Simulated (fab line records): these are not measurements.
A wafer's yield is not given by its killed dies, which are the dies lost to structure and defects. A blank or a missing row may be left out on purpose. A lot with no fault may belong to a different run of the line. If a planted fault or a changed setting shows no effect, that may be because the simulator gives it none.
Struck lot and sound lot, side by side ; flow n5Finfet ; 17 steps out of a route of 1938
Sound: the wafers L889.1, L889.2, L889.4. Struck: wafer L896.3 (L896.1, L896.4, from the same lot, were not struck and are left out); the cause is given at the end.
Each step with rows lists, per side, the tool, then ch with its chambers, then its first start. Under that, the readings that differ: sound wafers ; struck wafers ; difference of the means ; sigmas: that difference in standard deviations of wafers without a fault.
alike: a reading whose means differ by less than 2 such deviations, as well as words and numbers matching on both sides. not compared: withheld readings; readings where some wafer has no value; bounds like >300 that might hide an equal value; numbers whose values overlap and for which the record gives no deviation.
The two part at a step that has a row with sigmas, a row that says differs or no value, or rows on one side only. When numbers do not overlap yet have no deviation, they are printed without sigmas and do not part them. A reading missing from all wafers of one side parts the sides only when that side holds two or more wafers.

first, 4 steps without rows for these wafers: N5_BEOL_M7_HM_STRIP_39 (strips TiN in peroxide tin strip, target depth 25 nm, time 158 s); N5_BEOL_M7_SRD_40 (time 30 s); N5_BEOL_M7_PRECLEAN_42 (cleans in residue remover, time 60 s); N5_BEOL_M7_SRD_43 (time 30 s).
N5_BEOL_M7_CD_MEAS_35: target cd 40 nm.
  sound on cdSem-02 at day 15 01:29; struck on cdSem-03 at day 17 00:14
  alike: cdNm
then, 1 step without rows for these wafers: N5_BEOL_M7_CURE_75 (cures SiCOH lowk, time 120 s).
N5_BEOL_M7_DEGAS_44: time 60 s.
  sound on pvdSputter-02 at day 15 02:11; struck on pvdSputter-02 at day 17 00:58
  alike: heaterPowerW
N5_BEOL_M7_PRE_CLEAN_45: time 30 s.
  sound on pvdSputter-02 at day 15 02:13; struck on pvdSputter-02 at day 17 01:00
  alike: heaterPowerW
then, 1 step without rows for these wafers: N5_BEOL_M7_ALD_77 (deposits TaN, target thk 2 nm, pulse time 2 s, purge time 3 s).
N5_BEOL_M7_SURFACE_TREAT_79:
  sound on pvdSputter-02 at day 15 02:43; struck on pvdSputter-02 at day 17 01:25
  not compared: pressureMtorr, throttleValvePct
then, 1 step without rows for these wafers: N5_BEOL_M7_CVD_78 (deposits Co from CCTBA/H2, target thk 2 nm, time 142.3 s).
N5_BEOL_M7_SPUTTER_48: material Cu, target thk 10 nm, time 1.667 s.
  sound on pvdSputter-03 at day 15 03:04; struck on pvdSputter-01 at day 17 01:38
reading;sound;struck;difference;sigmas
throttleValvePct (%);28.8 31.3 28.7;31.0;+1.4;+2
  alike: cathodeDcPowerW
N5_BEOL_M7_ECD_50: material Cu, target thk 300 nm.
  sound on ecdCu-02 ch 0,1, day 15 03:10; struck on ecdCu-01 ch 0, day 17 01:46
reading;sound;struck;difference;sigmas
model.Cu_of_BEOL_M7_ECD_50.thkNm (nm);306 304.2 305;207.6;-97.5;
N5_BEOL_M7_ANNEAL_51: time 90 s.
  sound on rtpAnneal-01 ch 0, day 15 03:16; struck on rtpAnneal-01 ch 0, day 17 02:04
  alike: wafer_temp_C_max
N5_BEOL_M7_CMP_52: polishes, stops on SiCOH lowk, t overpolish 6.9 s, target thk 80 nm.
  sound on cmp-01 ch 0,1,3, day 15 03:37; struck on cmp-03 ch 2, day 17 02:22
reading;sound;struck;difference;sigmas
timeToEndpointS (s);66 61 64;44;-20;-6
  alike: motorCurrentA, padLifeWafers
N5_BEOL_M7_THK_MEAS_53: measures by xrf.
  sound on filmMetro-01 at day 15 03:52; struck on filmMetro-01 at day 17 02:39
reading;sound;struck;difference;sigmas
M7_THK (nm);79.3 82.7 74.9;86.1;+7.1;+3
N5_PASSIVATION_PROBE_49:
  the record has rows for the sound wafers here (prober-02, day 18 22:16) and none for the struck ones

## WHERE THEY PART
First at N5_BEOL_M7_SPUTTER_48; last, within this record, at N5_PASSIVATION_PROBE_49.

WHY: what had been put in by the simulator
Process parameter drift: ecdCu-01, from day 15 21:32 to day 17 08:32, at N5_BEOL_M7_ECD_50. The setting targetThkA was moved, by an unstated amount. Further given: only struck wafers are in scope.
